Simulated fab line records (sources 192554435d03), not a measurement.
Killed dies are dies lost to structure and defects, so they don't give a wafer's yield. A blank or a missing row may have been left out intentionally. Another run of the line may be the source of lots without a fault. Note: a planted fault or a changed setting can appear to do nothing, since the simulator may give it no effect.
Split-lot study | flow n5 finfet | route with 1938 steps; 7 lots, 39 wafers read

== SPLIT DETAILS ==
At N5_FIN_SAQP_ALD_61 (deposits SiO2, target thk 4 nm, pulse time 1 s, purge time 2 s), the setting ald cycles was moved away from the recipe's 43 on 18 of the 39 wafers read, by -55.8% to +55.8%. For the rest of the wafers, this setting stayed at what the recipe calls for.

The split's own step is where the reading is taken.

== THE READING ==
SiO2_of_FIN_SAQP_ALD_61.thk nm (the simulator's own value, which no gauge read), in nm, at N5_FIN_SAQP_ALD_61 (deposits SiO2, target thk 4 nm, pulse time 1 s, purge time 2 s). No usual value for it is given in the file. Average 4.001 nm, standard deviation 0.017 nm, over the 21 wafers here run with the recipe.

wafer  | tool, chamber at the split | ald cycles as run | against the recipe | SiO2_of_FIN_SAQP_ALD_61.thk nm, nm | against lot-mates on the recipe
L075.1 | ald sin-02, 3              | 43                | recipe             | 4.017                              | -
L075.2 | ald sin-02, 1              | 57                | +32.6%             | 5.306                              | +1.305
L075.3 | ald sin-02, 2              | 43                | recipe             | 4.005                              | -
L075.4 | ald sin-02, 0              | 43                | recipe             | 3.98                               | -
L075.5 | ald sin-02, 1              | 57                | +32.6%             | 5.29                               | +1.289
L075.6 | ald sin-02, 0              | 57                | +32.6%             | 5.291                              | +1.290
L077.1 | ald sin-04, 1,2            | 67                | +55.8%             | 6.234                              | +2.247
L077.2 | ald sin-04, 1,2            | 67                | +55.8%             | 6.234                              | +2.247
L077.3 | ald sin-04, 0              | 43                | recipe             | 3.983                              | -
L077.4 | ald sin-04, 3              | 43                | recipe             | 3.998                              | -
L077.5 | ald sin-04, 2              | 67                | +55.8%             | 6.25                               | +2.263
L077.6 | ald sin-04, 3              | 43                | recipe             | 3.979                              | -
L078.1 | ald sin-02, 1              | 43                | recipe             | 4.001                              | -
L078.2 | ald sin-02, 2              | 43                | recipe             | 4.028                              | -
L078.3 | ald sin-02, 0              | 54                | +25.6%             | 5.034                              | +1.033
L078.4 | ald sin-02, 3              | 54                | +25.6%             | 5.041                              | +1.040
L078.5 | ald sin-02, 2              | 54                | +25.6%             | 5.048                              | +1.047
L078.6 | ald sin-02, 1              | 43                | recipe             | 3.975                              | -
L082.1 | ald sin-04, 2              | 19                | -55.8%             | 1.789                              | -2.227
L082.2 | ald sin-04, 3              | 19                | -55.8%             | 1.756                              | -2.260
L082.3 | ald sin-04, 0              | 43                | recipe             | 3.999                              | -
L082.4 | ald sin-04, 2              | 43                | recipe             | 4.014                              | -
L082.5 | ald sin-04, 0              | 43                | recipe             | 4.035                              | -
L082.6 | ald sin-04, 3              | 19                | -55.8%             | 1.773                              | -2.243
L083.1 | ald sin-02, 1              | 56                | +30.2%             | 5.191                              | +1.193
L083.2 | ald sin-02, 3              | 56                | +30.2%             | 5.23                               | +1.232
L083.3 | ald sin-02, 2              | 43                | recipe             | 4.021                              | -
L083.4 | ald sin-02, 0              | 56                | +30.2%             | 5.202                              | +1.204
L083.5 | ald sin-02, 1              | 43                | recipe             | 3.996                              | -
L083.6 | ald sin-02, 0              | 43                | recipe             | 3.976                              | -
L085.1 | ald sin-04, 1              | 43                | recipe             | 4                                  | -
L085.2 | ald sin-04, 2              | 62                | +44.2%             | 5.768                              | +1.773
L085.3 | ald sin-04, 3              | 62                | +44.2%             | 5.75                               | +1.755
L085.4 | ald sin-04, 0              | 43                | recipe             | 4.002                              | -
L085.5 | ald sin-04, 2              | 62                | +44.2%             | 5.757                              | +1.762
L085.6 | ald sin-04, 1              | 43                | recipe             | 3.983                              | -
L091.2 | ald sin-04, 0              | 43                | recipe             | 4.012                              | -
L091.5 | ald sin-04, 1              | 43                | recipe             | 4.014                              | -
L091.6 | ald sin-04, 2              | 43                | recipe             | 4.001                              | -
Rows listing several chambers each stand for several wafers; the file does not say which wafer went through which chamber.

THE FIT
A straight line over all 39 wafers: SiO2_of_FIN_SAQP_ALD_61.thk nm changes by +0.04 nm for each +1% of ald cycles; r = +1.00; the points scatter about the line by 0.016 nm.
The same after taking each lot's own level away (the mean of its wafers on the recipe; 39 wafers): +0.0402 nm for each +1%; r = +1.00; scatter 0.015 nm.
On that fit, the largest move of ald cycles shifts the reading by 2.2 nm.
From 3.9867 to 4.0160 nm: that is the span of the lots' own levels, equal to 1.7 times the standard deviation above.
The two slopes agree, so the slope changes little with the lot-to-lot level.
Check: +2.24 nm against its lot-mates is what the line predicts for one of the wafers moved furthest among these (+55.8%) when that wafer is left out of the fit. It came out at +2.25 nm against them.

== FILE'S OWN FIT ==
SiO2_of_FIN_SAQP_ALD_61.thk nm changes by +0.0402 nm for each +1% of ald cycles, r = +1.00.
